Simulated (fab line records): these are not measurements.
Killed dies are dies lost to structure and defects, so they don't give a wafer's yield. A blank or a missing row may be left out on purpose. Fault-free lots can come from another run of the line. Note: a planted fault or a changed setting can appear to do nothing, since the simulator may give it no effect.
Problem report, 8D (eight disciplines) form, completed by code / flow n5-finfet / the parts of the form that need people (team, actions taken, sign-off) are left out

== 1. WHAT IS WRONG ==
Mean of run-length-s at N5_BEOL_M2_ETCH_70: 142.2 s across 3 wafers in 3 lots; on wafers with no fault it is 153.4 s (standard deviation 0.49). Measured from the usual mean, that is -23 standard deviations.
The step: etches SOC in N2/H2, target depth 80 nm, overetch 24 nm, time 130 s.
First observed at day 10 16:15: wafer L954.2, on rie-diel-02. At this step, 27 wafers from 10 lots have a number in the record. Rule for "out" (also "out of limits"): further than 4 standard deviations from the usual mean. All remaining wafers that have a number are taken as sound.

== 2. WHAT IT IS, AND WHAT IT ISN'T ==
question=which readings at this step | is=run-length-s | is not=drypump-motor-current-A, rf-vpp-V, showerhead-plenum-p-Torr, throttle-valve-pct
question=which lots | is=L954, L955, L957 | is not=L939, L941, L942, L943, L944, L946, L958
question=which wafers of those lots | is=L954.2, L955.2, L957.2 | is not=L954.6, L955.6, L957.4, L957.5
question=read on which tools | is=rie-diel-02 | is not=rie-diel-05
question=when | is=from day 10 16:15 | is not=up to then (18 sound wafers); but 6 sound wafers of L955, L957, L958 came after

== 3. THE SUSPECTS, EACH WITH WHAT RULES IT OUT ==
Counting: if a tool at a process step up to the reading ran every lot that is out, it stays a suspect. Sound lots after the first of them don't rule it out here, since some wafers of a struck lot are sound.
- rie-diel-02 at N5_BEOL_M2_ETCH_70 (etches SOC in N2/H2, target depth 80 nm, overetch 24 nm, time 130 s): kept. It ran every lot that is out, first L954 (day 10 16:15); its last sound lot up to then is L946 (day 8 19:25). On those wafers its own readings are out: run-length-s.
After counting, what remains is rie-diel-02 at N5_BEOL_M2_ETCH_70.

== 4. THE CAUSE (what the simulator had put in) ==
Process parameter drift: rie-diel-02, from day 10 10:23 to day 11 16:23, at N5_BEOL_M2_ETCH_70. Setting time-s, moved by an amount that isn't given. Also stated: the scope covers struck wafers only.
After counting, this tool was the only one left.

== 5. SEQUENCE OF EFFECTS, ordered by route ==
Each row: a reading whose mean over the struck wafers that have a number lies more than 3 standard deviations from the usual. Only readings whose record carries a usual standard deviation are examined. hours: median over the lots of the time between each lot's start at the first step of this table that gives one and its start at this step. sigmas: the change, counted in usual standard deviations.
hours=0; step=N5_BEOL_M2_ETCH_70; reading=run-length-s; usual=153.4 s; on struck wafers=142.2; change=-11.2; sigmas=-23
Its process steps:
- N5_BEOL_M2_ETCH_70: etches SOC in N2/H2, target depth 80 nm, overetch 24 nm, time 130 s.
Later steps that measure or inspect, where all struck wafers having a row at the step show a number for every such reading and not one has moved that far: N5_BEOL_M4_RC_MEAS_101.

== 6. WHAT WOULD HAVE CAUGHT IT SOONER ==
The fault began at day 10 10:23; the first out-of-limits reading in this record came at day 10 16:15, 6 hours later.
